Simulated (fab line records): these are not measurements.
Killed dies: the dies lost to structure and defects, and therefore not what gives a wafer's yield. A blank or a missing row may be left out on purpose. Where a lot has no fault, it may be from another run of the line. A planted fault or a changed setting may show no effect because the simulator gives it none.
fab line records	flow nand_harc
[record] lots = 7	wafers = 20	last_day = 33
route steps=1302 shown P_GATE@127 END@1302
lots that met no fault: taken from a fault-free run of the same line
start_h: hours from the record's opening day to when the first of the lot's shown wafers began	wait_h: hours since the lot's step before	" identical to the entry in the row above	L1.1+2: one row covering several wafers at once	- no value present, or no start provided	* or withheld: withheld	< > ~ a bound
route shown NAME@n: NAME is a module with steps in the file, n the number in the route of the first one	usual: the fault-free wafers' mean and standard deviation	same: alike in all rows	chamber/n: place in a boat	sites: per-site readings	_std_site: how widely they spread, as a standard deviation	_edge_site: outer sites' mean less inner sites'	radius_mm: for every site, how far away it sits from the centre of the wafer	mask NAME#n: copy n	behind: the last tool/chamber to shape the wafer	hold: reason for holding the lot/hours on hold/outcome of the hold	device: transistor that didn't switch, given as n, p or np	end of line: the tests these same wafers got at the end of their route	a step with no rows: only its recipe	killed: dies that structure and defects cost at the first sort, which is not the same as the wafer's yield	map: the dies of a wafer, with x for killed, . for not killed, _ for no die there
set.NAME: the run value of the setting; set.NAME@STEP: its run value at that earlier step	model.NAME: the simulator's own value behind a step, which no gauge read
a table for each step, a row for each wafer; lots at some steps of the route
services: from which hour (start_h, from the record's first day; less than 0 if before it) a tool's chamber was out of use, for how many hours, and why
[[steps]]
[step NHARC_P_GATE_PRECLEAN_71]
[recipe] time_s = *	temp_c = 50	bath_age_min = 0	chemistry = SC1
[step NHARC_P_GATE_SRD_72]
[step NHARC_P_GATE_OXIDE_16]
[recipe] target_thk_a = 30	temp_c = 875	ox_time_s = 392	material = SiO2
[step NHARC_P_GATE_CVD_17]
[recipe] target_thk_a = 1500	temp_c = 620	time_s = 900	material = poly-Si
[step NHARC_P_GATE_HM_DEP_102]
[recipe] target_thk_a = 1200	temp_c = 400	material = aC
[step NHARC_P_GATE_DEP_103]
[recipe] target_thk_a = 300	target_thk_nm = 30	temp_c = 400	flow_sccm = 200	rf_w = 350	material = SiON
[usual] heater_power_w = 722/95
lot.wafer	tool	chamber	start_h	wait_h	heater_power_w
L483.3	pecvd-02	0	109.94	0.3	781
L483.4	"	0	"	"	772
L483.6	"	2	"	"	794
L488.3	pecvd-01	2	167.72	0.4	726
L488.5	"	0	"	"	757
L488.4	"	1	"	"	875
L490.1	pecvd-03	1	183.23	0.6	699
L490.5	"	1	"	"	708
L491.3	pecvd-02	0	187.96	0.3	908
L491.4	"	0	"	"	911
L491.5	"	2	"	"	937
L496.3	pecvd-02	2	244.06	0.5	847
L496.2	"	0	"	"	818
L496.4	"	2	"	"	839
L500.1	pecvd-01	1	279.98	0.6	778
L500.4	"	2	"	"	695
L500.5	"	0	"	"	724
L502.2	pecvd-02	0	298.66	0.5	883
L502.4	"	2	"	"	826
L502.5	"	0	"	"	880
[step NHARC_P_GATE_DEHYDRATE_18]
[recipe] temp_c = 150	time_s = 120
[step NHARC_P_GATE_HMDS_19]
[recipe] time_s = 30
[step NHARC_P_GATE_COAT_20]
[recipe] spin_rpm = 1500	resist_thk_nm = 90
[step NHARC_P_GATE_SOFTBAKE_21]
[recipe] temp_c = 105	time_s = 55
[step NHARC_P_GATE_EBR_22]
[step NHARC_P_GATE_EXPOSE_23]
[recipe] na = 1.35	target_cd_nm = 120	dose_mj = 93.91	mask_id = P_GATE
[step NHARC_P_GATE_PEB_24]
[recipe] peb_temp_c = 100	peb_time_s = 65
lot.wafer	tool	chamber	start_h	wait_h
L483.3+4+6	litho_track-04	0	110.54	0.0
L488.3+4+5	litho_track-01	0	168.26	0.0
L490.1+5	litho_track-01	0	183.83	0.1
L491.3+4+5	litho_track-01	0	188.43	0.0
L496.2+3+4	litho_track-06	0	244.67	0.1
L500.1+4+5	litho_track-06	0	280.53	0.1
L502.2+4+5	litho_track-01	0	299.10	0.1
[step NHARC_P_GATE_DEVELOP_25]
[recipe] develop_time_s = 35	dev_temp_c = 23
[step NHARC_P_GATE_CD_MEAS_26]
[recipe] target_cd_nm = 120	landing_energy_ev = 500
[usual] cd_nm = 119.8/0.53
lot.wafer	tool	chamber	start_h	wait_h	cd_nm
L483.3	cd_sem-03	0	110.63	-	119.0
L483.4	"	0	"	"	119.1
L483.6	"	0	"	"	119.3
L488.3	cd_sem-01	0	168.34	-	120.2
L488.4	"	0	"	"	120.5
L488.5	"	0	"	"	111.6
L490.1	cd_sem-01	0	183.91	-	111.2
L490.5	"	0	"	"	110.4
L491.3	cd_sem-03	0	188.51	-	119.7
L491.4	"	0	"	"	120.0
L491.5	"	0	"	"	111.5
L496.2	cd_sem-03	0	244.75	-	120.3
L496.3	"	0	"	"	120.6
L496.4	"	0	"	"	121.3
L500.1	cd_sem-02	0	280.61	-	119.5
L500.4	"	0	"	"	119.1
L500.5	"	0	"	"	119.3
L502.2	cd_sem-03	0	299.18	-	120.1
L502.4	"	0	"	"	120.1
L502.5	"	0	"	"	120.3
[step NHARC_P_GATE_OVL_MEAS_27]
[usual] overlay_x_nm = 0.0/0.94	overlay_y_nm = 0.0/0.66
lot.wafer	tool	chamber	start_h	wait_h	overlay_x_nm	overlay_y_nm
L483.3	overlay-01	-	110.71	-	0.2	0.2
L483.4	"	-	"	"	-0.1	0.2
L483.6	"	-	"	"	0.6	0.6
L488.3	overlay-02	-	168.42	-	-0.3	1.2
L488.4	"	-	"	"	0.0	1.3
L488.5	"	-	"	"	-0.1	0.6
L490.1	overlay-02	-	183.99	-	0.3	0.6
L490.5	"	-	"	"	-0.3	0.8
L491.3	overlay-02	-	188.60	-	0.8	0.3
L491.4	"	-	"	"	1.7	0.0
L491.5	"	-	"	"	0.9	0.1
L496.2	overlay-02	-	244.83	-	0.2	-1.5
L496.3	"	-	"	"	-0.3	-1.5
L496.4	"	-	"	"	-0.5	-1.2
L500.1	overlay-01	-	280.70	-	-0.2	0.6
L500.4	"	-	"	"	-0.5	0.4
L500.5	"	-	"	"	-0.4	0.8
L502.2	overlay-01	-	299.27	-	-2.7	0.1
L502.4	"	-	"	"	-2.3	0.2
L502.5	"	-	"	"	-2.3	-0.5
[step NHARC_P_GATE_INSPECT_28]
[usual] raw_defect_count = 6.5/2.6
lot.wafer	tool	chamber	start_h	wait_h	raw_defect_count
L483.3	defect_inspect-01	-	110.75	0.0	4
L483.4	"	-	"	"	7
L483.6	"	-	"	"	5
L488.3	defect_inspect-01	-	168.46	0.0	12
L488.4	"	-	"	"	2
L488.5	"	-	"	"	6
L490.1	defect_inspect-02	-	184.03	0.0	3
L490.5	"	-	"	"	10
L491.3	defect_inspect-02	-	188.63	0.0	8
L491.4	"	-	"	"	9
L491.5	"	-	"	"	2
L496.2	defect_inspect-02	-	244.87	0.0	7
L496.3	"	-	"	"	12
L496.4	"	-	"	"	6
L500.1	defect_inspect-02	-	280.73	0.0	5
L500.4	"	-	"	"	5
L500.5	"	-	"	"	6
L502.2	defect_inspect-01	-	299.30	0.0	8
L502.4	"	-	"	"	13
L502.5	"	-	"	"	16
[step NHARC_P_GATE_DESCUM_31]
[recipe] time_s = 3	o2_flow_sccm = 200	ar_flow_sccm = 0	bias_power_w = 0	chemistry = O2
[usual] drypump_motor_current_A = 6.0/0.42	oes_product_au = 1.002/0.0082	rf_vpp_V = 57.8/0.85	showerhead_plenum_p_Torr = 1.94/0.066	throttle_valve_pct = 11.312/0.0094
lot.wafer	tool	chamber	start_h	wait_h	drypump_motor_current_A	oes_product_au	rf_hours_counter_h	rf_vpp_V	showerhead_plenum_p_Torr	throttle_valve_pct	model.P_GATE.cd_nm
L483.4	rie_diel-10	0	110.81	0.1	6.2	0.996	4	56.8	2.02	11.325	119.1
L483.3	"	2	"	"	6.1	0.988	4	56.3	1.83	11.296	118.2
L483.6	"	1	"	"	5.0	0.993	-	57.4	1.90	11.300	119.4
L488.4	rie_diel-12	0	168.53	0.1	6.7	1.012	5	55.9	1.87	11.317	120.4
L488.3	"	1	"	"	5.6	1.010	4	57.1	1.86	11.310	120
L488.5	"	3	"	"	6.3	1.005	-	58.9	1.94	11.311	111.7
L490.1	rie_diel-12	3	184.10	0.1	6.3	1.006	6	57.7	1.94	11.321	111.1
L490.5	"	3	"	"	6.4	0.999	-	57.3	1.94	11.303	111.5
L491.4	rie_diel-12	3	188.69	0.1	6.3	1.001	6	58.1	1.94	11.325	119.8
L491.3	"	1	"	"	5.6	1.014	5	56.4	1.86	11.326	120
L491.5	"	0	"	"	6.7	1.010	-	57.8	1.87	11.321	111.3
L496.3	rie_diel-06	2	244.93	0.1	6.4	0.997	8	59.3	2.05	11.309	120.5
L496.2	"	1	"	"	5.4	0.994	9	56.8	1.98	11.301	120.2
L496.4	"	3	"	"	5.6	0.987	-	58.2	1.96	11.323	122
L500.1	rie_diel-12	2	280.81	0.1	5.8	0.994	3	57.5	1.96	11.325	118.7
L500.4	"	2	"	"	5.8	0.988	-	60.1	1.96	11.313	118.7
L500.5	"	3	"	"	6.3	0.998	-	58.3	1.93	11.318	119.7
L502.2	rie_diel-06	2	299.36	0.1	6.4	1.000	0	56.8	2.05	11.325	120
L502.4	"	1	"	"	5.5	1.003	0	57.3	1.98	11.304	120.2
L502.5	"	2	"	"	6.4	0.997	-	58.5	2.05	11.316	120.5
[step NHARC_P_GATE_ETCH_104]
[recipe] target_depth_a = 600	time_s = withheld	cf4_flow_sccm = 100	chf3_flow_sccm = 30	ar_flow_sccm = 0	rf_w = 500	bias_w = 200	chemistry = CF4/CHF3
[usual] bias_w = 200.0/0.54	drypump_motor_current_A = 5.9/0.45	oes_product_au = 0.953/0.021	rf_vpp_V = 371.2/1.8	showerhead_plenum_p_Torr = 1.59/0.051	throttle_valve_pct = 16.802/0.0086
lot.wafer	tool	chamber	start_h	wait_h	bias_w	drypump_motor_current_A	oes_product_au	rf_vpp_V	showerhead_plenum_p_Torr	throttle_valve_pct
L483.3	rie_diel-10	1	110.89	0.1	201.1	5.0	0.930	370.9	1.57	16.799
L483.4	"	3	"	"	199.2	5.8	0.926	374.2	1.69	16.788
L483.6	"	2	"	"	199.6	6.0	0.925	369.4	1.51	16.790
L488.3	rie_diel-12	2	168.61	0.1	199.3	5.8	0.985	372.3	1.61	16.794
L488.4	"	3	"	"	199.7	6.3	0.956	371.5	1.59	16.819
L488.5	"	1	"	"	199.9	5.7	0.978	369.6	1.53	16.800
L490.1	rie_diel-12	3	184.18	0.1	199.1	6.4	0.961	372.5	1.59	16.801
L490.5	"	2	"	"	199.8	5.8	0.954	372.2	1.61	16.805
L491.4	rie_diel-12	2	188.78	0.1	200.1	5.7	0.980	371.6	1.61	16.786
L491.3	"	0	"	"	200.1	6.7	0.976	369.1	1.54	16.792
L491.5	"	3	"	"	199.7	6.4	0.957	371.6	1.59	16.804
L496.3	rie_diel-06	1	245.03	0.1	199.8	5.4	0.926	372.1	1.63	16.819
L496.2	"	3	"	"	200.4	5.6	0.924	373.7	1.61	16.795
L496.4	"	1	"	"	200.3	5.4	0.923	372.7	1.63	16.807
L500.1	rie_diel-12	3	280.90	0.1	200.0	6.4	0.953	371.4	1.59	16.786
L500.5	"	2	"	"	199.9	5.7	0.955	371.5	1.61	16.783
L500.4	"	3	"	"	199.5	6.3	0.961	372.1	1.59	16.798
L502.4	rie_diel-06	1	299.45	0.1	200.2	5.5	0.983	373.8	1.63	16.804
L502.2	"	3	"	"	199.8	5.6	0.951	372.4	1.61	16.807
L502.5	"	1	"	"	199.2	5.4	0.985	371.7	1.63	16.812
[step NHARC_P_GATE_HM_OPEN_105]
[recipe] target_depth_a = 3600	o2_flow_sccm = 400	cos_flow_sccm = 20	ar_flow_sccm = 0	rf_w = 500	bias_w = 300	chemistry = O2/COS
[usual] bias_w = 300.1/1	drypump_motor_current_A = 6.0/0.46	oes_product_au = 1.002/0.0079	rf_vpp_V = 467.8/2.2	showerhead_plenum_p_Torr = 3.15/0.096	throttle_valve_pct = 28.330/0.0094
lot.wafer	tool	chamber	start_h	wait_h	bias_w	drypump_motor_current_A	oes_product_au	rf_hours_counter_h	rf_vpp_V	showerhead_plenum_p_Torr	throttle_valve_pct
L483.3	rie_diel-10	2	-	-	298.7	6.1	1.000	4	464.2	3.00	28.345
L483.4	"	3	"	"	300.5	5.8	1.000	3	471.9	3.34	28.329
L483.6	"	2	"	"	299.1	6.1	1.003	-	463.5	3.00	28.328
L488.3	rie_diel-12	3	-	-	301.8	6.4	1.006	5	467.9	3.16	28.338
L488.4	"	0	"	"	301.4	6.6	1.016	5	465.2	3.06	28.324
L488.5	"	0	"	"	302.1	6.6	1.011	-	465.6	3.06	28.312
L490.1	rie_diel-12	2	-	-	300.4	5.8	0.997	6	469.3	3.20	28.322
L490.5	"	3	"	"	300.1	6.3	0.998	-	467.7	3.16	28.325
L491.3	rie_diel-12	0	-	-	301.2	6.7	1.004	5	466.1	3.06	28.318
L491.4	"	2	"	"	301.0	5.7	0.986	6	468.2	3.20	28.335
L491.5	"	3	"	"	300.5	6.4	1.000	-	468.3	3.16	28.322
L496.2	rie_diel-06	2	-	-	300.1	6.4	1.005	8	471.9	3.34	28.316
L496.3	"	3	"	"	300.5	5.6	0.993	8	468.2	3.19	28.341
L496.4	"	3	"	"	301.6	5.6	0.999	-	469.3	3.19	28.338
L500.1	rie_diel-12	2	-	-	300.6	5.8	0.995	3	469.0	3.20	28.347
L500.4	"	1	"	"	300.4	5.6	0.995	-	467.3	3.04	28.339
L500.5	"	2	"	"	299.4	5.8	1.004	-	468.2	3.20	28.334
L502.4	rie_diel-06	2	-	-	300.2	6.4	1.005	0	470.8	3.34	28.319
L502.2	"	1	"	"	300.2	5.5	1.000	0	471.4	3.23	28.326
L502.5	"	2	"	"	299.4	6.4	0.996	-	471.0	3.34	28.337
[step NHARC_P_GATE_STRIP_106]
[recipe] o2_flow_sccm = 400	cos_flow_sccm = 20	ar_flow_sccm = 0	bias_w = 0	chemistry = O2/COS
[step NHARC_P_GATE_ETCH_114]
[recipe] target_depth_a = 300	overetch_a = 30	time_s = 16.5	ion_energy_ev = 100	cf4_flow_sccm = 80	o2_flow_sccm = 20	ar_flow_sccm = 0	rf_w = 300	bias_w = 100	chemistry = CF4/O2
[usual] bias_w = 100.01/0.29	drypump_motor_current_A = 5.9/0.43	oes_ar_750_au = 1.000/0.0046	oes_product_au = 1.001/0.0085	rf_vpp_V = 198.1/1.1	showerhead_plenum_p_Torr = 1.35/0.043	throttle_valve_pct = 13.398/0.01
lot.wafer	tool	chamber	start_h	wait_h	bias_w	drypump_motor_current_A	oes_ar_750_au	oes_product_au	rf_hours_counter_h	rf_vpp_V	showerhead_plenum_p_Torr	throttle_valve_pct
L483.4	rie_diel-10	0	-	-	100.47	6.2	0.992	0.998	4	199.5	1.41	13.406
L483.3	"	2	"	"	99.72	6.1	0.998	0.992	4	196.6	1.28	13.386
L483.6	"	0	"	"	100.62	6.2	1.001	1.009	-	199.3	1.41	13.392
L488.4	rie_diel-12	1	-	-	100.02	5.6	0.986	1.009	4	198.4	1.30	13.401
L488.3	"	0	"	"	99.81	6.6	1.009	1.015	5	198.1	1.31	13.386
L488.5	"	1	"	"	99.64	5.6	1.008	1.014	-	197.9	1.30	13.401
L490.1	rie_diel-12	0	-	-	100.04	6.6	0.996	1.011	5	196.8	1.31	13.402
L490.5	"	2	"	"	99.94	5.8	1.003	1.007	-	198.1	1.37	13.381
L491.4	rie_diel-12	0	-	-	100.17	6.6	1.001	1.014	5	197.7	1.31	13.403
L491.3	"	2	"	"	99.98	5.7	1.010	1.007	6	198.8	1.37	13.378
L491.5	"	1	"	"	99.85	5.6	0.993	1.021	-	196.9	1.30	13.405
L496.2	rie_diel-06	2	-	-	100.40	6.4	1.004	0.997	8	200.7	1.43	13.380
L496.3	"	3	"	"	99.81	5.6	0.995	1.001	8	199.3	1.36	13.417
L496.4	"	3	"	"	99.57	5.6	1.004	1.002	-	197.9	1.36	13.380
L500.4	rie_diel-12	1	-	-	99.42	5.6	0.994	0.997	3	198.5	1.30	13.416
L500.1	"	2	"	"	100.31	5.8	1.000	1.006	3	198.6	1.37	13.397
L500.5	"	2	"	"	100.20	5.7	0.994	0.994	-	198.8	1.37	13.406
L502.2	rie_diel-06	2	-	-	99.33	6.4	1.002	0.984	0	199.0	1.43	13.398
L502.4	"	1	"	"	100.42	5.4	1.002	0.988	0	196.6	1.38	13.413
L502.5	"	2	"	"	99.38	6.4	1.000	0.992	-	199.0	1.43	13.392
[step NHARC_P_GATE_ETCH_32]
[recipe] target_depth_a = 1500	over_etch_frac = 1	over_etch_ion_energy_ev = 40	time_s = 100.1	hbr_flow_sccm = 150	cl2_flow_sccm = 50	rf_w = 400	icp_w = 400	bias_w = 100	chemistry = HBr/Cl2
[usual] bias_w = 99.97/0.29	drypump_motor_current_A = 5.8/0.6	oes_product_au = 0.997/0.0067	throttle_valve_pct = 26.404/0.0087
lot.wafer	tool	chamber	start_h	wait_h	bias_w	drypump_motor_current_A	oes_product_au	rf_hours_counter_h	throttle_valve_pct	model.P_GATE.cd_nm
L483.3	rie_si-06	2	111.33	-	100.25	6.0	0.992	0.3	26.409	118.2
L483.4	"	0	"	"	99.34	6.5	1.003	0.4	26.404	122.7
L483.6	"	2	"	"	100.13	6.0	0.985	-	26.414	121.7
L488.4	rie_si-06	0	169.00	-	99.65	6.5	1.001	0.7	26.402	119.3
L488.3	"	2	"	"	99.76	6.0	0.998	0.8	26.405	117.3
L488.5	"	3	"	"	99.85	5.7	1.007	-	26.397	111.7
L490.1	rie_si-05	1	184.57	-	99.36	6.5	1.001	0.4	26.408	109.5
L490.5	"	1	"	"	99.76	6.5	0.999	-	26.398	110
L491.4	rie_si-06	3	189.18	-	100.23	5.6	1.009	1.0	26.406	119.4
L491.3	"	0	"	"	99.18	6.5	1.005	0.9	26.421	121.1
L491.5	"	2	"	"	100.07	6.0	1.001	-	26.413	111.1
L496.2	rie_si-06	1	245.45	-	100.23	4.7	0.995	0.0	26.385	122.7
L496.3	"	3	"	"	100.19	5.7	1.005	0.0	26.406	122.3
L496.4	"	0	"	"	99.87	6.4	1.008	0.0	26.403	123.3
L500.4	rie_si-02	3	281.32	-	99.64	5.1	0.996	0.1	26.394	123.1
L500.1	"	0	"	"	100.34	5.6	0.994	0.2	26.418	120.3
L500.5	"	0	"	"	99.83	5.6	0.993	-	26.409	121.8
L502.2	rie_si-05	1	299.84	-	100.28	6.6	1.003	0.1	26.406	119.4
L502.4	"	3	"	"	99.97	6.1	0.998	0.1	26.402	119.4
L502.5	"	0	"	"	99.90	5.5	0.993	-	26.413	119.4
[step NHARC_P_GATE_STRIP_108]
[recipe] o2_flow_sccm = 500	ar_flow_sccm = 0	bias_w = 0	chemistry = O2
[usual] drypump_motor_current_A = 5.8/0.46	oes_product_au = 1.000/0.0074	rf_vpp_V = 58.1/0.89	showerhead_plenum_p_Torr = 3.58/0.13	throttle_valve_pct = 17.037/0.0086
[same] bias_w = 0
lot.wafer	tool	chamber	start_h	wait_h	drypump_motor_current_A	oes_product_au	rf_hours_counter_h	rf_vpp_V	showerhead_plenum_p_Torr	throttle_valve_pct
L483.4	rie_diel-10	2	111.52	-	6.1	1.008	4	58.9	3.39	17.025
L483.3	"	3	"	"	5.8	1.002	3	57.5	3.78	17.035
L483.6	"	0	"	"	6.2	0.993	-	56.4	3.71	17.044
L488.4	rie_diel-10	2	169.14	-	6.1	1.010	7	58.9	3.39	17.044
L488.3	"	1	"	"	5.0	0.991	7	61.0	3.51	17.026
L488.5	"	3	"	"	5.7	1.012	-	58.8	3.77	17.045
L490.1	rie_diel-10	3	184.71	-	5.8	1.005	8	58.4	3.77	17.040
L490.5	"	3	"	"	5.8	1.008	-	57.3	3.77	17.048
L491.3	rie_diel-10	3	189.31	-	5.7	0.999	8	58.3	3.77	17.055
L491.4	"	2	"	"	6.1	0.988	9	57.3	3.39	17.030
L491.5	"	0	"	"	6.2	0.998	-	57.6	3.70	17.040
L496.2	rie_diel-06	3	245.61	-	5.6	0.997	8	59.0	3.60	17.045
L496.3	"	2	"	"	6.4	1.005	8	57.4	3.77	17.045
L496.4	"	1	"	"	5.5	1.004	-	58.8	3.65	17.050
L500.1	rie_diel-10	0	281.48	-	6.2	1.006	3	58.2	3.70	17.043
L500.4	"	1	"	"	5.0	0.999	3	57.3	3.51	17.028
L500.5	"	1	"	"	5.0	0.989	-	58.3	3.51	17.037
L502.4	rie_diel-06	1	300.00	-	5.5	0.995	0	56.2	3.65	17.025
L502.2	"	3	"	"	5.6	0.989	0	58.3	3.60	17.057
L502.5	"	1	"	"	5.5	1.001	-	58.3	3.65	17.037
[step NHARC_END_SORT_01]
[recipe] temp_c = 25
[usual] killed_at_array = 47/14	killed_at_other = 0.5/0.72	killed_at_periphery = 4/3.1	killed_dies = 52/15	killed_open = 3.2/1.9	killed_short = 2.4/1.7
[same] gross_dies = 677
lot.wafer	tool	chamber	start_h	wait_h	killed_at_array	killed_at_other	killed_at_periphery	killed_dies	killed_open	killed_short
L490.1	prober-01	0	758.70	2.5	36	0	4	40	2	3
L490.5	prober-01	0	761.89	3.7	42	2	7	51	2	4
L500.1	prober-02	0	784.42	2.5	48	1	3	52	2	2
L500.4	prober-02	0	786.79	3.4	43	1	3	47	4	0
L500.5	prober-02	0	787.58	3.7	48	2	5	55	4	3
// killed by level:class
L490.1 A_SLIT:chamber_film_flake=11 A_CONTACT:chamber_film_flake=6 A_CHANNEL_HOLE_D1:chamber_film_flake=5 A_CHANNEL_HOLE_D2:chamber_film_flake=4 P_CONTACT:chamber_film_flake=3 A_DECK1_JOINT:chamber_film_flake=2 A_STAIRCASE:chamber_film_flake=2 A_CHANNEL_HOLE_D1:geometric_particle:open=1
L490.5 A_CHANNEL_HOLE_D2:chamber_film_flake=13 A_SLIT:chamber_film_flake=12 A_CHANNEL_HOLE_D1:chamber_film_flake=7 P_CONTACT:chamber_film_flake=3 A_CONTACT:chamber_film_flake=3 A_ONON_D2:geometric_particle:open=2 P_ZERO_WELL:chamber_film_flake=2 A_ZERO_WELL:chamber_film_flake=2
L500.1 A_CHANNEL_HOLE_D2:chamber_film_flake=24 A_SLIT:chamber_film_flake=8 A_CHANNEL_HOLE_D1:chamber_film_flake=7 A_CONTACT:chamber_film_flake=3 A_STAIRCASE:chamber_film_flake=2 P_STI:geometric_particle:short=1 A_DECK1_JOINT:geometric_particle:short=1 A_STAIRCASE:geometric_particle:open=1
L500.4 A_CHANNEL_HOLE_D2:chamber_film_flake=17 A_CHANNEL_HOLE_D1:chamber_film_flake=9 A_SLIT:chamber_film_flake=7 A_STAIRCASE:chamber_film_flake=3 A_CONTACT:chamber_film_flake=2 A_DECK1_JOINT:geometric_particle:open=1 A_CHANNEL_HOLE_D2:geometric_particle:open=1 A_SGD_CUT:geometric_particle:open=1
L500.5 A_CHANNEL_HOLE_D2:chamber_film_flake=29 A_CHANNEL_HOLE_D1:chamber_film_flake=6 A_SLIT:chamber_film_flake=4 A_CONTACT:chamber_film_flake=3 THIN_TSV:chamber_film_flake=2 P_STI:geometric_particle:open=1 P_GATE:geometric_particle:short=1 A_DECK1_JOINT:geometric_particle:open=1
[[services]]
tool	chamber	start_h	hours	kind
rie_si-05	-	104.00	9.0	pm
pecvd-01	-	106.00	13.0	pm
rie_diel-06	-	106.23	9.0	pm
rie_si-06	0	126.16	4.3	repair
rie_si-02	3	128.06	6.7	repair
litho_track-01	-	131.00	7.0	pm
rie_diel-10	3	133.18	8.8	repair
pecvd-01	-	138.17	1.3	repair
pecvd-01	-	145.46	1.0	repair
litho_track-06	-	155.00	7.0	pm
pecvd-01	-	161.98	1.1	repair
rie_si-06	0	178.06	1.3	repair
pecvd-01	-	179.22	0.8	repair
rie_si-05	0	202.41	3.6	repair
pecvd-02	-	203.00	13.0	pm
rie_diel-10	-	218.81	9.0	pm
rie_si-06	-	225.00	9.0	pm
rie_diel-06	0	242.11	5.0	repair
rie_diel-12	-	244.40	9.0	pm
pecvd-02	2	255.07	2.4	repair
rie_diel-12	0	274.54	6.6	repair
rie_si-05	-	281.00	9.0	pm
rie_diel-06	-	283.23	9.0	pm
pecvd-01	-	287.00	13.0	pm
[[key]]
[first_sign] step = NHARC_P_GATE_CD_MEAS_26	reading = cd_nm	direction = down	sigmas = 17	usual = 119.8	struck = 111.2
effect none on later readings
[model_effect] step = NHARC_P_GATE_DESCUM_31	value = P_GATE.cd_nm	without = 119.7	struck = 111.4
[model_effect] step = NHARC_P_GATE_ETCH_32	value = P_GATE.cd_nm	without = 118.9	struck = 110.6
met_at NHARC_P_GATE_PEB_24
struck_wafers L488.5,L490.1,L490.5,L491.5
tester_left_out L488,L490,L491
[fault] kind = process_parameter_drift	tool = litho_track-01	chamber = -	onset_h = 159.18	steps = NHARC_P_GATE_PEB_24	channel = peb_time_s	offset = *	shape = step	end_h = 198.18	scope = struck_wafers_only	acts_in = *	stated = *
// tester_left_out: of these lots the tester's yield and bins aren't shown, on N5 and GAA mostly nor the transistor test; their killed dies are dies lost to structure and defects alone, not to doping, threshold or leakage, so they don't give the yield
